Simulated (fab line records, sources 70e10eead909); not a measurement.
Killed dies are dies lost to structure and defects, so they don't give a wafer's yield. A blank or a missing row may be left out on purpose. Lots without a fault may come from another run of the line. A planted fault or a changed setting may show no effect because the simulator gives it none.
fab line records | flow nand_harc
record lots=14 wafers=42 last_day=33
route steps=1302 shown A_M1@1185 A_BONDPAD@1202 END@1302
lots that met no fault: from a run of the same line without faults
start_h: hours from the record's first day to the start of the lot's first wafer shown | wait_h: hours since the lot's step before | " the same as in the row above | L1.1+2: a row that stands for several wafers | - no value, or no start given | * or withheld: withheld | < > ~ a bound
route shown NAME@n: a module of which the file shows steps, and the number in the route of the first | usual: mean/standard deviation of fault-free wafers | same: alike in all rows | chamber/n: place in a boat | sites: the reading at each site | _std_site: their standard deviation | _edge_site: outer sites' mean less inner sites' | radius_mm: how far each site lies from the wafer's centre | mask NAME#n: copy n | behind: the tool/chamber that last shaped the wafer | hold: why the lot was held/for how many hours/how that ended | device: the transistor (n, p or np) that didn't switch | end of line: the same wafers' tests at the end of the route | a step without rows: its recipe alone | killed: dies lost to structure and defects at the first sort, not the wafer's yield | map: a wafer's dies, x killed, . not, _ none there
set.NAME: the setting as run; set.NAME@STEP: as run at that earlier step | model.NAME: the simulator's own value behind a step, which no gauge read
steps of the route over a sample of lots; a table a step, a row a wafer
services: from which hour (start_h, from the record's first day; less than 0 if before it) a tool's chamber was out of use, for how many hours, and why
## steps
# step NHARC_A_M1_CD_MEAS_16
# usual cd_nm=120.0/0.96
# columns lot.wafer tool chamber start_h wait_h cd_nm
L785.1 cd_sem-01 - 531.04 - 120.3
L785.2 " - " " 120.9
L785.5 " - " " 119.6
L788.1 cd_sem-01 - 549.61 - 119.4
L788.3 " - " " 119.7
L788.5 " - " " 120.3
L789.1 cd_sem-01 - 560.11 - 119.1
L789.2 " - " " 121.2
L789.5 " - " " 120.4
L791.1 cd_sem-01 - 579.06 - 120.7
L791.3 " - " " 120.3
L791.5 " - " " 120.1
L790.1 cd_sem-01 - 579.43 - 120.7
L790.2 " - " " 119.6
L790.5 " - " " 120.7
L802.1 cd_sem-03 - 690.39 - 119.8
L802.5 " - " " 120.8
L802.6 " - " " 119.2
L801.2 cd_sem-02 - 699.06 - 119.4
L801.3 " - " " 120.4
L801.5 " - " " 119.7
L800.2 cd_sem-03 - 703.74 - 118.7
L800.3 " - " " 119.7
L800.5 " - " " 119.3
L803.1 cd_sem-01 - 705.90 - 121.5
L803.5 " - " " 121.2
L803.6 " - " " 121.7
L804.1 cd_sem-01 - 718.92 - 118.1
L804.2 " - " " 118.2
L804.3 " - " " 117.7
L805.2 cd_sem-01 - 721.77 - 121.3
L805.4 " - " " 119.7
L805.5 " - " " 119.9
L806.3 cd_sem-02 - 743.48 - 119.5
L806.4 " - " " 118.7
L806.6 " - " " 119.4
L807.1 cd_sem-02 - 744.62 - 119.4
L807.3 " - " " 119.3
L807.6 " - " " 119.9
L808.1 cd_sem-02 - 754.45 - 119.8
L808.2 " - " " 119.3
L808.6 " - " " 119.1
# step NHARC_A_M1_PVD_20
# recipe target_thk_a=50 bias_v=168.6 power_w=15000 chamber_pressure_pa=0.12 time_s=8.06 substrate_temp_c=50 material=TaN
# usual throttle_valve_pct=30.5/1.2
# columns lot.wafer tool chamber start_h wait_h throttle_valve_pct
L785.2 pvd_sputter-02 - - - 32.4
L785.1 " - " " 30.2
L785.5 " - " " 32.4
L788.1 pvd_sputter-01 - - - 30.0
L788.3 " - " " 31.1
L788.5 " - " " 31.0
L789.2 pvd_sputter-01 - - - 31.2
L789.1 " - " " 30.2
L789.5 " - " " 30.2
L791.1 pvd_sputter-02 - - - 30.0
L791.3 " - " " 32.3
L791.5 " - " " 32.2
L790.2 pvd_sputter-03 - - - 30.3
L790.1 " - " " 26.9
L790.5 " - " " 26.7
L802.1 pvd_sputter-03 - - - 30.5
L802.5 " - " " 31.8
L802.6 " - " " 30.3
L801.2 pvd_sputter-02 - - - 31.0
L801.3 " - " " 29.8
L801.5 " - " " 32.7
L800.3 pvd_sputter-01 - - - 30.0
L800.2 " - " " 29.9
L800.5 " - " " 30.1
L803.1 pvd_sputter-01 - - - 29.7
L803.5 " - " " 30.6
L803.6 " - " " 30.0
L804.2 pvd_sputter-02 - - - 30.4
L804.1 " - " " 30.3
L804.3 " - " " 31.0
L805.2 pvd_sputter-02 - - - 30.0
L805.4 " - " " 31.2
L805.5 " - " " 30.2
L806.4 pvd_sputter-01 - - - 29.9
L806.3 " - " " 30.8
L806.6 " - " " 30.2
L807.1 pvd_sputter-03 - - - 28.6
L807.3 " - " " 31.8
L807.6 " - " " 31.6
L808.1 pvd_sputter-02 - - - 30.9
L808.2 " - " " 30.2
L808.6 " - " " 32.4
# step NHARC_A_BONDPAD_DEP_00
# recipe target_thk_a=2500 temp_c=370 target_thk_nm=250 pressure_torr=3 flow_sccm=200 rf_w=450 material=SiCN
# usual chamber_pressure_Torr=3.000/0.0069 heater_power_outer_w=345/49 heater_power_w=615/76
# columns lot.wafer tool chamber start_h wait_h chamber_pressure_Torr heater_power_outer_w heater_power_w
L785.2 pecvd-03 0 534.05 - 2.998 389 691
L785.1 " 1 " " 2.994 412 696
L785.5 " 1 " " 2.996 315 562
L788.1 pecvd-01 1 552.61 - 3.004 400 717
L788.3 " 0 " " 3.011 364 668
L788.5 " 1 " " 2.998 425 751
L789.1 pecvd-01 1 563.07 - 2.993 454 789
L789.2 " 0 " " 2.998 324 610
L789.5 " 1 " " 2.993 476 792
L791.3 pecvd-03 2 582.22 - - - -
L791.1 " 0 " " - - -
L791.5 " 1 " " - - -
L790.2 pecvd-01 2 582.40 - - - -
L790.1 " 0 " " - - -
L790.5 " 0 " " - - -
L802.1 pecvd-04 0 693.76 - 2.993 295 591
L802.6 " 1 " " 3.005 297 574
L802.5 " 2 " " 3.007 326 565
L801.3 pecvd-04 2 702.06 - 2.993 302 539
L801.2 " 0 " " 2.998 328 605
L801.5 " 2 " " 3.001 311 560
L800.2 pecvd-03 0 706.88 - 3.002 360 629
L800.3 " 2 " " 3.004 298 512
L800.5 " 2 " " 2.999 312 531
L803.1 pecvd-04 1 708.93 - 2.990 320 610
L803.6 " 1 " " 2.995 319 588
L803.5 " 0 " " 2.999 331 620
L804.3 pecvd-01 0 721.88 - 3.002 339 660
L804.1 " 1 " " 2.991 455 801
L804.2 " 2 " " 2.998 331 554
L805.2 pecvd-04 1 724.74 - 3.009 272 535
L805.4 " 1 " " 3.000 289 551
L805.5 " 0 " " 3.001 392 707
L806.3 pecvd-04 1 746.48 - 3.006 318 603
L806.4 " 0 " " 2.989 399 698
L806.6 " 2 " " 3.004 348 606
L807.3 pecvd-04 0 747.59 - 2.996 377 697
L807.1 " 1 " " 3.001 301 575
L807.6 " 1 " " 3.007 314 590
L808.1 pecvd-04 2 757.41 - 3.006 299 530
L808.2 " 0 " " 2.996 328 623
L808.6 " 0 " " 2.991 346 631
# step NHARC_A_BONDPAD_OVL_MEAS_35
# usual overlay_x_nm=1/6.5 overlay_y_nm=0/5.2
# columns lot.wafer tool chamber start_h wait_h overlay_x_nm overlay_y_nm
L785.1 overlay-02 - 535.36 - 2 -1
L785.2 " - " " 2 -1
L785.5 " - " " 2 -1
L788.1 overlay-01 - 553.93 - 5 -8
L788.3 " - " " 5 -9
L788.5 " - " " 5 -8
L789.1 overlay-02 - 564.27 - 1 4
L789.2 " - " " 2 5
L789.5 " - " " 1 4
L791.1 overlay-02 - 583.49 - -5 -2
L791.3 " - " " -5 -1
L791.5 " - " " -5 -2
L790.1 overlay-01 - 583.71 - 5 2
L790.2 " - " " 4 3
L790.5 " - " " 5 2
L802.1 overlay-02 - 695.01 - 2 -4
L802.5 " - " " 3 -5
L802.6 " - " " 3 -4
L801.2 overlay-02 - 703.52 - -5 0
L801.3 " - " " -5 0
L801.5 " - " " -5 1
L800.2 overlay-02 - 708.07 - -1 -7
L800.3 " - " " -1 -6
L800.5 " - " " -1 -6
L803.1 overlay-01 - 710.23 - 0 -4
L803.5 " - " " -1 -4
L803.6 " - " " 0 -4
L804.1 overlay-01 - 723.08 - 2 3
L804.2 " - " " 2 4
L804.3 " - " " 2 4
L805.2 overlay-01 - 725.93 - 11 3
L805.4 " - " " 11 2
L805.5 " - " " 11 2
L806.3 overlay-02 - 747.75 - -12 7
L806.4 " - " " -12 7
L806.6 " - " " -12 7
L807.1 overlay-02 - 748.80 - -7 -10
L807.3 " - " " -6 -10
L807.6 " - " " -7 -10
L808.1 overlay-02 - 758.73 - -1 2
L808.2 " - " " 0 2
L808.6 " - " " 0 3
# step NHARC_END_SORT_01
# recipe temp_c=25
# usual defect_limited_yield=90.6/2.3 killed_at_array=59/16 killed_at_other=0.8/1.1 killed_at_periphery=3.6/2.4 killed_dies=64/16 killed_open=3.4/1.8 killed_short=2.5/1.6
# same gross_dies=677
# columns lot.wafer tool chamber start_h wait_h defect_limited_yield[%] killed_at_array killed_at_other killed_at_periphery killed_dies killed_open killed_short
L791.1 prober-01 0 613.55 2.5 0 673 0 4 677 5 1
L791.3 prober-01 0 615.16 3.1 0 669 0 8 677 9 2
L791.5 prober-01 0 616.76 3.7 0 673 0 4 677 2 1
L790.1 prober-02 0 613.59 2.5 0 670 1 6 677 5 2
L790.2 prober-02 0 614.40 2.8 0 675 1 1 677 2 4
L790.5 prober-02 0 616.82 3.7 0 675 1 1 677 4 3
L805.2 prober-01 0 764.27 2.8 91.7 53 0 3 56 3 2
L805.4 prober-01 0 765.85 3.4 90.7 62 0 1 63 5 3
L805.5 prober-01 0 766.64 3.7 89.5 71 0 0 71 3 3
# killed by level:class
L791.1 A_BONDPAD:area_dep=603 A_CHANNEL_HOLE_D2:chamber_film_flake=32 A_SLIT:chamber_film_flake=22 A_CHANNEL_HOLE_D1:chamber_film_flake=6 A_CONTACT:chamber_film_flake=4 P_GATE:geometric_particle:open=2 P_ZERO_WELL:chamber_film_flake=2 A_STAIRCASE:chamber_film_flake=2
L790.1 A_BONDPAD:area_dep=609 A_CHANNEL_HOLE_D1:chamber_film_flake=35 A_CHANNEL_HOLE_D2:chamber_film_flake=14 P_ZERO_WELL:chamber_film_flake=4 A_STAIRCASE:chamber_film_flake=4 A_CONTACT:chamber_film_flake=2 P_CONTACT:geometric_particle:open=1 P_M1:geometric_particle:open=1
L790.2 A_BONDPAD:area_dep=615 A_CHANNEL_HOLE_D1:chamber_film_flake=39 A_CHANNEL_HOLE_D2:chamber_film_flake=8 A_WL_FILL:geometric_particle:short=3 A_CONTACT:chamber_film_flake=3 A_STAIRCASE:chamber_film_flake=3 A_CHANNEL_HOLE_D2:geometric_particle:short=1 A_CHANNEL_FILL_D2:geometric_particle:open=1
L791.3 A_BONDPAD:area_dep=598 A_SLIT:chamber_film_flake=32 A_CHANNEL_HOLE_D2:chamber_film_flake=24 A_CHANNEL_HOLE_D1:chamber_film_flake=4 A_CONTACT:chamber_film_flake=4 P_GATE:geometric_particle:open=2 P_ZERO_WELL:chamber_film_flake=2 A_STAIRCASE:chamber_film_flake=2
L791.5 A_BONDPAD:area_dep=590 A_CHANNEL_HOLE_D2:chamber_film_flake=39 A_SLIT:chamber_film_flake=31 A_CHANNEL_HOLE_D1:chamber_film_flake=4 A_CONTACT:chamber_film_flake=3 A_STAIRCASE:chamber_film_flake=2 A_M1:chamber_film_flake=2 P_M0:geometric_particle:open=1
L790.5 A_BONDPAD:area_dep=620 A_CHANNEL_HOLE_D1:chamber_film_flake=29 A_CHANNEL_HOLE_D2:chamber_film_flake=15 A_STAIRCASE:chamber_film_flake=3 A_CHANNEL_FILL_D1:geometric_particle:open=2 A_CHANNEL_FILL_D1:chamber_film_flake=2 P_CONTACT:geometric_particle:open=1 A_CHANNEL_HOLE_D1:geometric_particle:short=1
L805.2 A_CHANNEL_HOLE_D2:chamber_film_flake=24 A_CHANNEL_HOLE_D1:chamber_film_flake=14 A_CONTACT:chamber_film_flake=4 A_SLIT:chamber_film_flake=3 A_STAIRCASE:chamber_film_flake=3 P_STI:geometric_particle:short=1 P_M0:geometric_particle:open=1 A_DECK1_JOINT:geometric_particle:open=1
L805.4 A_CHANNEL_HOLE_D2:chamber_film_flake=27 A_CHANNEL_HOLE_D1:chamber_film_flake=18 A_STAIRCASE:chamber_film_flake=5 A_WL_FILL:geometric_particle:short=2 A_M0:geometric_particle:open=2 A_SLIT:chamber_film_flake=2 A_CONTACT:chamber_film_flake=2 P_M0:geometric_particle:open=1
L805.5 A_CHANNEL_HOLE_D2:chamber_film_flake=24 A_CHANNEL_HOLE_D1:chamber_film_flake=14 A_CONTACT:chamber_film_flake=10 A_STAIRCASE:chamber_film_flake=8 A_SLIT:chamber_film_flake=6 A_WL_FILL:chamber_film_flake=2 A_CHANNEL_FILL_D1:geometric_particle:short=1 A_DECK1_JOINT:geometric_particle:open=1
## services
# columns tool chamber start_h hours kind
pvd_sputter-03 - 536.95 10.0 pm
pecvd-03 - 547.61 13.0 pm
pvd_sputter-01 - 582.00 10.0 pm
pvd_sputter-03 - 589.74 2.0 repair
pvd_sputter-01 - 596.58 5.6 repair
pecvd-03 1 603.37 4.4 repair
pvd_sputter-01 - 606.95 2.5 repair
pecvd-04 - 631.37 13.0 pm
pecvd-04 0 631.37 13.0 vent_cycle
pecvd-04 1 631.37 13.0 vent_cycle
pecvd-04 2 631.37 13.0 vent_cycle
pvd_sputter-02 - 638.00 10.0 pm
pecvd-04 0 644.37 - clean
pecvd-04 1 644.37 - clean
pecvd-04 2 644.37 - clean
pvd_sputter-02 - 648.77 6.2 repair
pvd_sputter-01 - 661.17 3.5 repair
pecvd-01 1 668.80 - calibration
pecvd-01 - 674.85 13.0 pm
pecvd-03 - 688.60 0.3 repair
pecvd-01 2 689.93 17.6 repair
pecvd-03 - 728.61 13.0 pm
pvd_sputter-02 - 746.53 3.1 repair
pvd_sputter-01 - 747.42 3.3 repair
## key
first_sign step=NHARC_A_BONDPAD_DEP_00 reading=tool_record direction=missing
effect step=NHARC_END_SORT_01 reading=defect_limited_yield direction=down sigmas=39 usual=90.6 struck=0
more_kills_born_at NHARC_A_BONDPAD_DEP_00@pecvd-01=1844 NHARC_A_BONDPAD_DEP_00@pecvd-03=1791
met_at NHARC_A_BONDPAD_DEP_00
struck_lots L790,L791
later_rows_left_out L790.1,L790.2,L790.5,L791.1,L791.3,L791.5
not_acting_at NHARC_A_M1_CD_MEAS_16,NHARC_A_M1_PVD_20,NHARC_A_BONDPAD_OVL_MEAS_35
onset_between 563.07 582.22
fault kind=skipped_step_whole tool=pecvd-01,pecvd-03 chamber=- onset_h=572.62 steps=NHARC_A_BONDPAD_DEP_00 scope=struck_lots_only
# later_rows_left_out: the simulator's readings of these wafers behind a module that went badly wrong aren't trusted and aren't shown, but for the sort
